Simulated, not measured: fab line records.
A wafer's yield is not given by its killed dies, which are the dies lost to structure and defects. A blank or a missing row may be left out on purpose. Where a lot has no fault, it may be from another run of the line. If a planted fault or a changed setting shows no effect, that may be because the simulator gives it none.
What tool caused it? | flow nand harc | Sampling: 12 lots, 36 wafers, 4 of 1159 route steps

## WHAT THE GAUGES READ, wafer by wafer
NHARC_A_CONTACT_CD_MEAS_80.
lot  | measured     | on        | cd nm (nm)
L076 | day 17 05:11 | cd sem-02 | 189.6 189.1 189.8
L077 | day 17 23:53 | cd sem-02 | 189.9 190.0 189.5
L078 | day 18 05:52 | cd sem-02 | 190.7 190.4 189.8
L081 | day 18 21:38 | cd sem-01 | 189.0 189.9 189.3
L083 | day 19 04:44 | cd sem-01 | 189.5 188.9 189.6
L087 | day 19 18:37 | cd sem-01 | 189.5 190.1 190.2
L086 | day 19 22:34 | cd sem-01 | 190.7 189.9 190.7
L089 | day 20 08:36 | cd sem-02 | 188.8 187.7 188.3
L091 | day 20 14:17 | cd sem-02 | 189.4 189.8 190.6
L093 | day 21 11:29 | cd sem-02 | 189.3 188.9 189.3
L095 | day 21 16:37 | cd sem-03 | 189.2 189.6 190.1
L097 | day 23 00:47 | cd sem-03 | 189.9 189.4 189.1

## WHICH TOOL RAN EACH LOT (tool, then ch and the chambers of the sampled wafers, then the start)
lot  | NHARC_A_CONTACT_DEP_58          | NHARC_A_CONTACT_ETCH_131             | NHARC_A_CONTACT_ETCH_133
L076 | pecvd-01 ch 0,1,2, day 17 00:56 | har cap etch-03 ch 0,1, day 17 04:07 | har cap etch-03 ch 0,1, day 17 04:24
L077 | pecvd-01 ch 0,1,2, day 17 19:49 | har cap etch-02 ch 0,1, day 17 22:47 | har cap etch-02 ch 0,1, day 17 23:04
L078 | pecvd-03 ch 0,1, day 18 01:31   | har cap etch-03 ch 0,1, day 18 04:48 | har cap etch-03 ch 0,1, day 18 05:05
L081 | pecvd-02 ch 1,2, day 18 17:24   | har cap etch-03 ch 0,1, day 18 20:33 | har cap etch-03 ch 0,1, day 18 20:52
L083 | pecvd-02 ch 0,2, day 19 00:34   | har cap etch-02 ch 1, day 19 03:40   | har cap etch-02 ch 1, day 19 03:58
L087 | pecvd-03 ch 1,2, day 19 12:52   | har cap etch-03 ch 0,1, day 19 17:06 | har cap etch-03 ch 0,1, day 19 17:37
L086 | pecvd-01 ch 0,1, day 19 18:32   | har cap etch-01 ch 0,1, day 19 21:31 | har cap etch-01 ch 0,1, day 19 21:51
L089 | pecvd-02 ch 1,2, day 20 04:19   | har cap etch-01 ch 0,1, day 20 07:32 | har cap etch-01 ch 0,1, day 20 07:49
L091 | pecvd-02 ch 1,2, day 20 10:03   | har cap etch-01 ch 0,1, day 20 13:10 | har cap etch-01 ch 0,1, day 20 13:27
L093 | pecvd-02 ch 0,1, day 21 07:26   | har cap etch-03 ch 1, day 21 10:25   | har cap etch-03 ch 1, day 21 10:42
L095 | pecvd-02 ch 1,2, day 21 12:19   | har cap etch-02 ch 0,1, day 21 15:35 | har cap etch-02 ch 0,1, day 21 15:55
L097 | pecvd-03 ch 0,1, day 22 20:43   | har cap etch-02 ch 0,1, day 22 23:43 | har cap etch-02 ch 0,1, day 22 23:59
- NHARC_A_CONTACT_DEP_58: deposits SiON, target thk 60 nm.
- NHARC_A_CONTACT_ETCH_131: etches the open film in C4F8/O2/Ar, time 155 s, target depth 956 nm.
- NHARC_A_CONTACT_ETCH_133: etches the open film in C4F8/O2/Ar, time 195 s, target depth 840 nm.

## THE ANSWER, worked out from the rows above alone
Rule: the usual values come from the lots themselves. Put in order of their means at a reading, lots are off if they are a third of the lots or fewer, leave a main group of 4 or more, and stand apart from it by a gap of 3 or more times the standard deviation of the main group's means; of several such gaps the widest counts. A main group whose means are all the same, to the digits that the tables above print for the reading, isn't used. Also off: a lot with no number at a reading for which 4 or more lots have one. All remaining lots with rows at the step are treated as sound.
Across all readings shown, no lot is off: no conclusion can be drawn from this.

## WHAT THE SIMULATOR HAD PUT IN
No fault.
